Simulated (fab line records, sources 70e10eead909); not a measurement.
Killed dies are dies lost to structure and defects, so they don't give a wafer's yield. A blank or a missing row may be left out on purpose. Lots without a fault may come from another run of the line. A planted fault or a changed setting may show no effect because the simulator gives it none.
Chamber matching | flow nand_harc | NHARC_A_STAIRCASE_DEP_156 on pecvd-04: 3 sister chambers
The step deposits SiNx, target thk 50 nm. 6 wafers are shown with their chamber, then 10 later ones without.

WAFERS WITH THEIR CHAMBER
wafer  | chamber | heater_power_w (W)
L077.5 | 1       | 754
L079.4 | 2       | 537
L081.2 | 2       | 560
L081.4 | 1       | 715
L084.2 | 0       | 713
L084.4 | 0       | 725

WAFERS WITHOUT THEIR CHAMBER
wafer  | heater_power_w (W)
L084.6 | 621
L094.3 | 694
L094.5 | 665
L094.6 | 722
L095.1 | 742
L095.2 | 685
L095.6 | 749
L096.1 | 712
L096.2 | 618
L096.6 | 695

WHICH CHAMBER EACH WENT THROUGH
wafer  | from the rows above     | in truth
L084.6 | can't be placed: 2 or 0 | 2
L094.3 | can't be placed: 0 or 1 | 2
L094.5 | can't be placed: 0 or 1 | 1
L094.6 | can't be placed: 0 or 1 | 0
L095.1 | can't be placed: 1 or 0 | 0
L095.2 | can't be placed: 0 or 1 | 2
L095.6 | can't be placed: 1 or 0 | 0
L096.1 | can't be placed: 0 or 1 | 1
L096.2 | can't be placed: 2 or 0 | 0
L096.6 | can't be placed: 0 or 1 | 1
Placed correctly: 0 of 10. Can't be placed from these rows: 10 (the true chamber is among the candidates in 8). Placed wrongly: 0.
How it was worked out, from the rows above alone: a wafer's distance from a chamber is the root of the sum, over the readings, of the square of ((its reading less the chamber's mean) divided by the reading's scatter). The wafer belongs to the nearest chamber; if the next one is less than 2 further off, it can't be placed. A chamber's mean is the mean of its shown wafers. The scatter: the root of (the sum of the squares of (reading less its chamber's mean) over the shown wafers, divided by (wafers less chambers)).
